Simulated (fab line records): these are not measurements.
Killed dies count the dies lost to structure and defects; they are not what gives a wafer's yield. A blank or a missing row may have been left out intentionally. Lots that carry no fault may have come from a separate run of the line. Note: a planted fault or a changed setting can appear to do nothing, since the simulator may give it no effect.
Struck lot and sound lot, side by side ; flow n5Finfet ; 16 out of 1938 route steps
Sound: these wafers, L622.3, L622.5, L622.6. Struck: wafer L626.6 (left out: L626.1, a lot-mate that was not struck); the cause follows at the end.
At each step with rows: each side's tool, then ch and its chambers, then its first start. Under that, the readings that differ: sound wafers ; struck wafers ; difference of the means ; sigmas: that difference in standard deviations of wafers without a fault.
alike: a reading whose means differ by less than 2 such deviations, as well as words and numbers matching on both sides. not compared: withheld readings; readings where some wafer has no value; bounds like >300 that might hide an equal value; numbers whose values overlap and for which the record gives no deviation.
Wherever a step has rows on one side only, a row that says differs or no value, or a row with sigmas, the two part there. When numbers do not overlap yet have no deviation, they are printed without sigmas and do not part them. Lack of a reading on every wafer of one side parts them only where that side has two or more wafers.

first, 1 step without rows for these wafers: N5_BEOL_M3_DEVELOP_27 (develop time 30 s).
N5_BEOL_M3_CD_MEAS_28: target cd 25.7 nm, target cd y 23.3 nm.
  sound on cdSem-03 ch 0, day 8 12:10; struck on cdSem-02 ch 0, day 9 08:55
  alike: cdNm
N5_BEOL_M3_OVL_MEAS_29:
  sound on overlay-01 ch 0, day 8 12:13; struck on overlay-02 ch 0, day 9 08:57
  alike: V2_OVL
N5_BEOL_M3_INSPECT_30: inspects for defects (brightfield).
  sound on defectInspect-01 at day 8 12:16; struck on defectInspect-02 at day 9 09:01
  alike: rawDefectCount
N5_BEOL_M3_DESCUM_33: chemistry O2, time 7 s.
  sound on rieDiel-05 ch 2,3, day 8 12:17; struck on rieDiel-05 ch 0, day 9 09:02
reading;sound;struck;difference;sigmas
drypumpMotorCurrentA (A);5.1 5.2 5.1;6.1;+1.0;+2
  alike: oesProductAu, rfFwdPowerW, rfVppV, showerheadPlenumPTorr, throttleValvePct
  not compared: rfHoursCounterH
N5_BEOL_M3_ETCH_77: etches underlayer in N2/H2, target depth 6.5 nm, time 5.2 s.
  sound on rieDiel-05 ch 2,3, day 8 12:20; struck on rieDiel-05 ch 0, day 9 09:05
reading;sound;struck;difference;sigmas
drypumpMotorCurrentA (A);5.1 5.2 5.1;6.0;+0.9;+2
  alike: etchRfOnTimeS, oesProductAu, rfFwdPowerW, rfVppV, showerheadPlenumPTorr, throttleValvePct
  not compared: rfHoursCounterH
N5_BEOL_M3_ETCH_69: etches SiARC in CF4, target depth 15.6 nm, time 26 s.
  sound on rieDiel-05 ch 2,3, day 8 12:21; struck on rieDiel-05 ch 0, day 9 09:05
reading;sound;struck;difference;sigmas
drypumpMotorCurrentA (A);5.1 5.2 5.1;6.0;+0.9;+2
  alike: etchRfOnTimeS, oesProductAu, rfFwdPowerW, rfVppV, showerheadPlenumPTorr, throttleValvePct
  not compared: rfHoursCounterH
then, 1 step without rows for these wafers: N5_BEOL_M3_ALD_98 (deposits SiO2, target thk 2.5 nm, pulse time 1 s, co reactant pulse time 1 s).
N5_BEOL_M3_ETCHBACK_99: etches SiO2 in CHF3, target depth 5 nm, time 10.4 s.
  sound on rieDiel-06 ch 0,1, day 8 16:21; struck on rieDiel-06 ch 2, day 9 11:39
  alike: drypumpMotorCurrentA, oesProductAu, rfFwdPowerW, rfVppV, showerheadPlenumPTorr, throttleValvePct
  not compared: rfHoursCounterH
N5_BEOL_M3_ETCH_70: etches SOC in N2/H2, target depth 80 nm, overetch 16 nm, time 120 s.
  sound on rieDiel-06 ch 0,1, day 8 16:23; struck on rieDiel-06 ch 2, day 9 11:41
  alike: drypumpMotorCurrentA, oesProductAu, rfFwdPowerW, rfVppV, showerheadPlenumPTorr, throttleValvePct
  not compared: rfHoursCounterH
then, 2 steps without rows for these wafers: N5_BEOL_M3_STRIP_71 (strips in N2/H2); N5_BEOL_M3_STRIP_78 (strips in N2/H2).
N5_BEOL_M3_VIA_ETCH_34: etches the open film in C4F6/O2, target depth 69.4 nm, time 65.9 s.
  sound on rieDiel-06 ch 0,1, day 8 16:29; struck on rieDiel-06 ch 2, day 9 11:47
reading;sound;struck;difference;sigmas
oesProductAu (a.u.);0.95 0.95 0.67;0.67;-0.19;-3
rfFwdPowerW (W);345.4 348.4 347.0;349.5;+2.6;+2
model.etch.depthNm (nm);70.33 70.72 67.17;50.56;-18.85;
model.SOC_of_BEOL_M3_COAT_67.thkNm (nm);51.8 51.8 52;53.8;+1.9;
  alike: drypumpMotorCurrentA, rfVppV, showerheadPlenumPTorr, throttleValvePct
  not compared: rfHoursCounterH
then, 1 step without rows for these wafers: N5_BEOL_M3_STRIP_83 (strips in C4F6/O2).
N5_BEOL_M4_RC_MEAS_101:
  sound on prober-01 ch 0, day 9 09:21; struck on prober-01 ch 0, day 10 08:13
reading;sound;struck;difference;sigmas
VT_P (mV);-238 -244 -249;-253;-9;-2
  alike: DIBL_N, DIBL_P, IOFF_N, IOFF_P, ION_N, ION_P, SS_N, SS_P, VT_N
after that, 1 step had no rows for these wafers: N5_PASSIVATION_PROBE_49.

WHERE THEY PART
First at N5_BEOL_M3_DESCUM_33; last, within this record, at N5_BEOL_M4_RC_MEAS_101.

WHY: whatever the simulator had introduced
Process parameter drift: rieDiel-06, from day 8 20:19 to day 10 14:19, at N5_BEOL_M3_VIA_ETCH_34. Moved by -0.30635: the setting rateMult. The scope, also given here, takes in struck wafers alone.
